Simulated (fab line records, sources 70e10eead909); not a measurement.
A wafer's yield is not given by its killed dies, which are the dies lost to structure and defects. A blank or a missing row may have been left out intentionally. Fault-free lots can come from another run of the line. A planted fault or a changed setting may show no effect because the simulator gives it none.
Struck lot and sound lot, side by side -- flow nandHarc -- 40 out of 1159 route steps
Sound: the wafers L346.1, L346.2, L346.5. Wafers struck: L353.1, L353.4, L353.5. The cause is named last.
Order at every step that has rows: each side's tool, ch and its chambers, its first start. Under that, the readings that differ: sound wafers -- struck wafers -- difference of the means -- sigmas: that difference in standard deviations of wafers without a fault.
alike: same words and numbers on both sides, and readings whose means sit less than 2 such deviations apart. not compared: any withheld reading, any reading some wafer has no value for, any bound like >300 that may hide the same value, and any number with overlapping values for which the record gives no deviation.
Wherever a step has rows on one side only, a row that says differs or no value, or a row with sigmas, the two part there. Numbers that have no deviation but don't overlap get no sigmas and don't part them. A reading missing from all wafers of one side parts the sides only when that side holds two or more wafers.

NHARC_A_BLC_INSPECT_12:
  sound: defectInspect-02 at day 17 16:43; struck: defectInspect-02 at day 19 16:38
  alike: rawDefectCount
then, 4 steps without rows for these wafers: NHARC_A_BLC_DESCUM_15 (chemistry O2, time 3 s); NHARC_A_BLC_ETCH_16 (etches the open film in CF4, target depth 39 nm, time 65 s); NHARC_A_BLC_ETCH_17 (etches the open film in N2/H2, target depth 390 nm, time 609.38 s); NHARC_A_BLC_ETCH_18 (etches the open film in C4F8/O2/Ar, target depth 910 nm).
NHARC_A_BLC_CD_MEAS_19:
  sound: cdSem-01 at day 17 17:56; struck: cdSem-01 at day 19 17:51
  alike: cdNm
NHARC_A_BLC_STRIP_29: strips in CF4.
  sound on rieDiel-09 ch 0,1, day 17 18:01; struck on rieDiel-09 ch 0,1, day 19 17:56
reading,sound,struck,difference,sigmas
oesProductAu (a.u.),1.014 1.004 1.009,0.995 0.985 0.995,-0.017,-2
  alike: drypumpMotorCurrentA, rfVppV, showerheadPlenumPTorr, throttleValvePct
  not compared: rfHoursCounterH
then, 5 steps without rows for these wafers: NHARC_A_BLC_STRIP_21 (strips in O2); NHARC_A_BLC_STRIP_22 (strips in post etch residue remover, time 600 s); NHARC_A_BLC_DEGAS_30 (time 60 s); NHARC_A_BLC_PRE_CLEAN_31 (time 15 s); NHARC_A_BLC_PVD_32 (deposits Ti, target thk 5 nm, time 17.7 s).
NHARC_A_BLC_ALD_23: deposits TiN, target thk 3 nm, pulse time 1 s, ald cycles 150.
  sound on aldMetal-01 ch 1,2,3, day 17 18:51; struck on aldMetal-03 ch 0,1,2, day 19 18:49
  alike: heaterPowerW, precursorPulseHeightRel, susceptorTempC
NHARC_A_BLC_CVD_24: deposits W, target thk 150 nm, time 434 s.
  sound: cvdW-02 ch 0,1; struck: cvdW-02 ch 0,1
  alike: heaterPowerW, susceptorTempC, throttleValvePct
NHARC_A_BLC_CMP_25: polishes, t overpolish 30 s, target thk 150 nm.
  sound on cmp-01 ch 1,2, day 18 00:46; struck on cmp-01 ch 1,2,3, day 19 20:55
  alike: motorCurrentA, overpolishRunS, timeToEndpointS
then, 11 steps without rows for these wafers: NHARC_A_BLC_SRD_27; NHARC_A_M0_DEP_00 (deposits SiOC, target thk 150 nm); NHARC_A_M0_DEHYDRATE_01 (time 120 s); NHARC_A_M0_HMDS_02 (time 30 s); NHARC_A_M0_COAT_33 (time 65 s); NHARC_A_M0_COAT_03 (resist thk 90 nm); NHARC_A_M0_SOFTBAKE_04 (time 55 s); NHARC_A_M0_EBR_05; NHARC_A_M0_EXPOSE_06 (exposes mask A M0, target cd 80 nm); NHARC_A_M0_PEB_07 (peb time 65 s); NHARC_A_M0_DEVELOP_08 (develop time 35 s).
NHARC_A_M0_CD_MEAS_09 targets a cd of 80 nm.
  sound on cdSem-03 ch 0, day 18 02:04; struck on cdSem-02 ch 0, day 19 22:03
  alike: cdNm
NHARC_A_M0_OVL_MEAS_10: pitch 160 nm.
  sound: overlay-01 at day 18 02:10; struck: overlay-02 at day 19 22:08
reading,sound,struck,difference,sigmas
overlayYNm (nm),0.4 0.7 0.9,-1.5 -1.2 -1.5,-2.1,-2
  alike: overlayXNm
then, 3 steps without rows for these wafers: NHARC_A_M0_DESCUM_14 (chemistry O2, time 3 s); NHARC_A_M0_ETCH_34 (etches the open film in N2/H2, target depth 40 nm, overetch 12 nm, time 43.94 s); NHARC_A_M0_ETCH_15 (etches the open film in C4F8/Ar, target depth 150 nm, overetch 15 nm, time 82.5 s).
NHARC_A_M0_CD_MEAS_16:
  sound: cdSem-02 at day 18 02:33; struck: cdSem-01 at day 19 22:32
  alike: cdNm
NHARC_A_M0_STRIP_18: strips in N2/H2.
  sound on rieDiel-12 ch 0,1,2, day 18 02:41; struck on rieDiel-05 ch 0,3, day 19 22:38
  alike: drypumpMotorCurrentA, oesProductAu, rfVppV, showerheadPlenumPTorr, throttleValvePct
  not compared: rfHoursCounterH
then, 4 steps without rows for these wafers: NHARC_A_M0_STRIP_19 (strips in post etch residue remover, time 600 s); NHARC_A_M0_DEGAS_28 (time 60 s); NHARC_A_M0_PRE_CLEAN_29 (time 30 s); NHARC_A_M0_PVD_20 (deposits TaN, target thk 5 nm, time 8.06 s).
NHARC_A_M0_PVD_21: deposits Cu, target thk 30 nm, time 20.49 s.
  sound on pvdSputter-02; struck on pvdSputter-01
  alike: cathodeDcPowerW, chamberPressurePa, throttleValvePct
then, 1 step without rows for these wafers: NHARC_A_M0_ECD_22 (material Cu, target thk 400 nm).
NHARC_END_SORT_01:
  only the struck wafers appear in the record here, on prober-02 ch 0 at day 21 18:14; the sound ones have no rows

## WHERE THEY PART
Last at NHARC_END_SORT_01 as far as this record goes, first at NHARC_A_BLC_STRIP_29.

WHY: the cause the simulator had injected
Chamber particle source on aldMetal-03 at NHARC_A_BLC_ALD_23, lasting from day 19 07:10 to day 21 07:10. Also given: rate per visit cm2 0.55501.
